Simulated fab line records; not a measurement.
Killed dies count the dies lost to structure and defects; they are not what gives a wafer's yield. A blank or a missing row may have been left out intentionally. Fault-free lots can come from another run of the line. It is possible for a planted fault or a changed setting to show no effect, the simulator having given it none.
Struck lot and sound lot, side by side :: flow nand-harc :: 32 out of 1159 route steps
Sound: the wafers L122.1, L122.5, L122.6. Wafers struck: L134.1, L134.4, L134.5. At the end, the cause is stated.
Order at every step that has rows: each side's tool, ch and its chambers, its first start. Under that, the readings that differ: sound wafers :: struck wafers :: difference of the means :: sigmas: that difference in standard deviations of wafers without a fault.
alike: words and numbers the same on both sides, and readings whose means are apart by under 2 such deviations; not compared: readings that were withheld, readings missing a value for some wafer, numbers with overlapping values and no deviation given by the record, and bounds like >300 which may hide the same value.
The two part at a step that has a row with sigmas, a row that says differs or no value, or rows on one side only. Numbers that don't overlap but have no deviation are shown without sigmas and don't part them. Lack of a reading on every wafer of one side parts them only where that side has two or more wafers.

first, 5 steps without rows for these wafers: NHARC_A_ONON_D1_DEP_19 (target thk 1000 nm); NHARC_A_ONON_D1_DEP_22 (target thk 1000 nm); NHARC_A_ONON_D1_DEP_25 (target thk 1000 nm); NHARC_A_ONON_D1_DEP_28 (target thk 1000 nm); NHARC_A_ONON_D1_DEP_33 (deposits SiO2, target thk 200 nm).
NHARC_A_CHANNEL_HOLE_D1_DEP_00: deposits aC, target thk 3100 nm.
  sound on acl-dep-02 ch 0, day 10 08:38; struck on acl-dep-02 ch 0, day 13 05:20
  alike: throttle-valve-pct
then, 25 steps without rows for these wafers: NHARC_A_CHANNEL_HOLE_D1_DEP_01 (deposits SiON, target thk 140 nm); NHARC_A_CHANNEL_HOLE_D1_DEHYDRATE_02 (time 120 s); NHARC_A_CHANNEL_HOLE_D1_HMDS_03 (time 30 s); NHARC_A_CHANNEL_HOLE_D1_COAT_36 (time 75 s); NHARC_A_CHANNEL_HOLE_D1_COAT_37 (time 65 s); NHARC_A_CHANNEL_HOLE_D1_COAT_04 (resist thk 90 nm); NHARC_A_CHANNEL_HOLE_D1_SOFTBAKE_05 (time 55 s); NHARC_A_CHANNEL_HOLE_D1_EBR_06; NHARC_A_CHANNEL_HOLE_D1_EXPOSE_07 (exposes mask HOLE D1, target cd 100 nm); NHARC_A_CHANNEL_HOLE_D1_PEB_08 (peb time 65 s); NHARC_A_CHANNEL_HOLE_D1_DEVELOP_09 (develop time 35 s); NHARC_A_CHANNEL_HOLE_D1_DESCUM_15 (chemistry O2, time 3 s); NHARC_A_CHANNEL_HOLE_D1_ETCH_38 (etches the open film in CF4, target depth 39 nm, time 65 s); NHARC_A_CHANNEL_HOLE_D1_ETCH_39 (etches the open film in N2/H2, target depth 260 nm, time 325 s); NHARC_A_CHANNEL_HOLE_D1_ETCH_34 (etches the open film in CF4/CHF3, target depth 154 nm, time 77 s); NHARC_A_CHANNEL_HOLE_D1_ETCH_16 (etches the open film in O2/COS, target depth 3100 nm, time 806 s); NHARC_A_CHANNEL_HOLE_D1_ETCH_19 (etches the open film in C4F8/O2/Ar, time 34.5 s); NHARC_A_CHANNEL_HOLE_D1_ETCH_20 (etches the open film in C4F8/O2/Ar, time 361.9 s, target depth 1600 nm); NHARC_A_CHANNEL_HOLE_D1_ETCH_21 (etches the open film in C4F8/O2/Ar, time 514.3 s, target depth 1600 nm); NHARC_A_CHANNEL_HOLE_D1_ETCH_22 (etches the open film in C4F8/O2/Ar, time 666.7 s, target depth 1600 nm); NHARC_A_CHANNEL_HOLE_D1_ETCH_23 (etches the open film in C4F8/O2/Ar, time 819 s, target depth 1600 nm); NHARC_A_CHANNEL_HOLE_D1_ETCH_24 (etches the open film in C4F8/O2/Ar, time 906.2 s, target depth 1500 nm); NHARC_A_CHANNEL_HOLE_D1_ETCH_25 (etches the open film in C4F8/O2/Ar, time 1040.2 s, target depth 1500 nm); NHARC_A_CHANNEL_HOLE_D1_ETCH_26 (etches the open film in C4F8/O2/Ar, time 224.1 s, target depth 300 nm); NHARC_A_CHANNEL_HOLE_D1_ETCH_33 (etches the open film in C4F8/O2/Ar, time 90 s, target depth 400 nm).
-- jump in the record: it breaks off in module A_CHANNEL_HOLE_D1 and resumes in module END (first step shown: number 1159 of the route), and 12 days separate the struck wafers' starts before and after --
NHARC_END_SORT_01:
  only the struck wafers appear in the record here, on prober-01 ch 0 at day 25 00:51; the sound ones have no rows

== WHERE THEY PART ==
NHARC_END_SORT_01 only, going by this record.

WHY: the cause the simulator had injected
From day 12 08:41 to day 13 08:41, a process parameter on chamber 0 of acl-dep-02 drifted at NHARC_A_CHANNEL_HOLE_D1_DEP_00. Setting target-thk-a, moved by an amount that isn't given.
